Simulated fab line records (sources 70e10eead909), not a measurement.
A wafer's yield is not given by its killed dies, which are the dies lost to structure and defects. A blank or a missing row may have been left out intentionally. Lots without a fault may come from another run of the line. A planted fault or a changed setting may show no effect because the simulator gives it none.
The tool behind it: which one?	flow nandHarc	18 wafers from 6 lots sampled at 4 of the route's 1159 steps

## WHAT THE GAUGES READ, wafer by wafer
NHARC_END_SORT_01.
lot	measured	on	sortRimYieldPct (%)
L715	day 20 20:37	prober-02	97.2 100.0 98.1
L718	day 21 06:13	prober-01	38.7 34.9 25.5
L726	day 23 22:25	prober-02	99.1 96.2 98.1
L733	day 25 03:05	prober-01	100.0 97.2 99.1

## TOOL THAT RAN EACH LOT (tool first, then ch and the chambers of the sampled wafers, then the start)
lot	NHARC_THIN_TSV_ETCH_44	NHARC_THIN_TSV_DEGAS_49	NHARC_THIN_TSV_ECD_20
L711	rieDiel-11 ch 1,2,3, day 19 08:21	pvdSputter-02, day 19 11:07	ecdCu-01 ch 0,1, day 19 11:41
L715	rieDiel-02 ch 0,2,3, day 19 11:13	pvdSputter-03, day 19 13:47	ecdCu-02 ch 1, day 19 14:20
L718	rieDiel-02 ch 0,2,3, day 20 01:44	pvdSputter-01, day 20 04:22	ecdCu-02 ch 0,1, day 20 04:49
L726	rieDiel-02 ch 0,2,3, day 23 01:08	pvdSputter-01, day 23 03:33	ecdCu-02 ch 0,1, day 23 04:08
L730	rieDiel-02 ch 0,2,3, day 23 08:28	pvdSputter-03, day 23 11:11	ecdCu-01 ch 0,1, day 23 11:51
L733	rieDiel-13 ch 0,3, day 24 10:36	pvdSputter-01, day 24 13:19	ecdCu-01 ch 0,1, day 24 13:56
- NHARC_THIN_TSV_ETCH_44: etches the open film in CF4/O2, target depth 1594.2 nm, time 797.1 s.
- NHARC_THIN_TSV_DEGAS_49: time 120 s.
- NHARC_THIN_TSV_ECD_20: material Cu, target thk 2000 nm.

## THE ANSWER, worked out from the rows above alone
Rule: usual is defined by the lots themselves. The widest of any qualifying gaps counts: lots, ordered by their means at a reading, are off when they make up no more than a third of the lots, leave a main group of 4 or more, and stand apart from it by 3 or more times the standard deviation of that group's means. Not used: any main group whose means are identical at the precision the tables above print for the reading. A lot without any number at a reading at which 4 lots or more have one is off too. Any other lot the step has rows for is counted as sound.
No lot is off at any reading shown: from this, nothing can be told.

## WHAT HAD BEEN PUT IN BY THE SIMULATOR
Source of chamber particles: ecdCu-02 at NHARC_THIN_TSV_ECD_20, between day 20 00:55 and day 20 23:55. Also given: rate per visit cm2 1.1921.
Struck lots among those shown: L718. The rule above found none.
